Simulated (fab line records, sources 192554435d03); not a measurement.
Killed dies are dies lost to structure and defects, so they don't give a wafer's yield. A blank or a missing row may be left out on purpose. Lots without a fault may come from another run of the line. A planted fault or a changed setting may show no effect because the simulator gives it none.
Chamber matching | flow n5_finfet | N5_BEOL_M2_STRIP_36 on rie_diel-02: 4 sister chambers
The step strips in N2/H2. 18 wafers are shown with their chamber, then 9 later ones without.

WAFERS WITH THEIR CHAMBER
wafer  | chamber | drypump_motor_current_A (A) | throttle_valve_pct (%) | showerhead_plenum_p_Torr (Torr)
L076.1 | 0       | 5.1                         | 24.1                   | 2.42
L076.4 | 0       | 5.1                         | 24.1                   | 2.42
L076.6 | 2       | 5.3                         | 24.0                   | 2.72
L075.1 | 0       | 5.1                         | 24.1                   | 2.42
L075.3 | 1       | 5.9                         | 23.7                   | 2.40
L075.4 | 1       | 5.8                         | 23.7                   | 2.40
L077.2 | 0       | 5.0                         | 24.1                   | 2.42
L077.4 | 1       | 5.9                         | 23.7                   | 2.40
L077.6 | 0       | 5.1                         | 24.1                   | 2.42
L078.1 | 0       | 5.1                         | 24.1                   | 2.41
L078.3 | 2       | 5.3                         | 24.0                   | 2.72
L078.4 | 3       | 6.4                         | 23.6                   | 2.59
L079.2 | 2       | 5.3                         | 23.9                   | 2.72
L079.3 | 0       | 5.0                         | 24.1                   | 2.41
L079.6 | 1       | 5.9                         | 23.7                   | 2.40
L086.1 | 0       | 5.0                         | 24.2                   | 2.41
L086.3 | 1       | 5.9                         | 23.3                   | 2.71
L086.5 | 0       | 5.1                         | 24.1                   | 2.41

SIGNATURES (means of the wafers above)
reading                  | chamber 0 | chamber 1 | chamber 2 | chamber 3 | scatter within a chamber
drypump_motor_current_A  | 5.067     | 5.880     | 5.300     | 6.400     | 0.0447
throttle_valve_pct       | 24.111    | 23.620    | 23.967    | 23.600    | 0.101
showerhead_plenum_p_Torr | 2.4156    | 2.4620    | 2.7200    | 2.5900    | 0.0742
Rule: a wafer's distance from a chamber is the root of the sum, over the readings, of the square of ((its reading less the chamber's mean) divided by the reading's scatter). The wafer belongs to the nearest chamber; if the next one is less than 2 further off, it can't be placed. The scatter: the root of (the sum of the squares of (reading less its chamber's mean) over the shown wafers, divided by (wafers less chambers)).

WAFERS WITHOUT THEIR CHAMBER
wafer  | drypump_motor_current_A (A) | throttle_valve_pct (%) | showerhead_plenum_p_Torr (Torr)
L088.1 | 5.1                         | 24.1                   | 2.41
L088.3 | 5.9                         | 23.3                   | 2.71
L088.5 | 5.3                         | 24.0                   | 2.71
L095.3 | 5.3                         | 24.0                   | 2.70
L095.4 | 6.4                         | 23.7                   | 2.57
L095.6 | 5.9                         | 23.3                   | 2.71
L097.4 | 6.4                         | 23.7                   | 2.57
L097.5 | 6.0                         | 23.3                   | 2.71
L097.6 | 5.3                         | 24.0                   | 2.70

WHICH CHAMBER EACH WENT THROUGH
wafer  | from the rows above | in truth
L088.1 | 0                   | 0
L088.3 | 1                   | 1
L088.5 | 2                   | 2
L095.3 | 2                   | 2
L095.4 | 3                   | 3
L095.6 | 1                   | 1
L097.4 | 3                   | 3
L097.5 | 1                   | 1
L097.6 | 2                   | 2
Placed correctly: 9 of 9. Can't be placed from these rows: 0. Placed wrongly: 0.
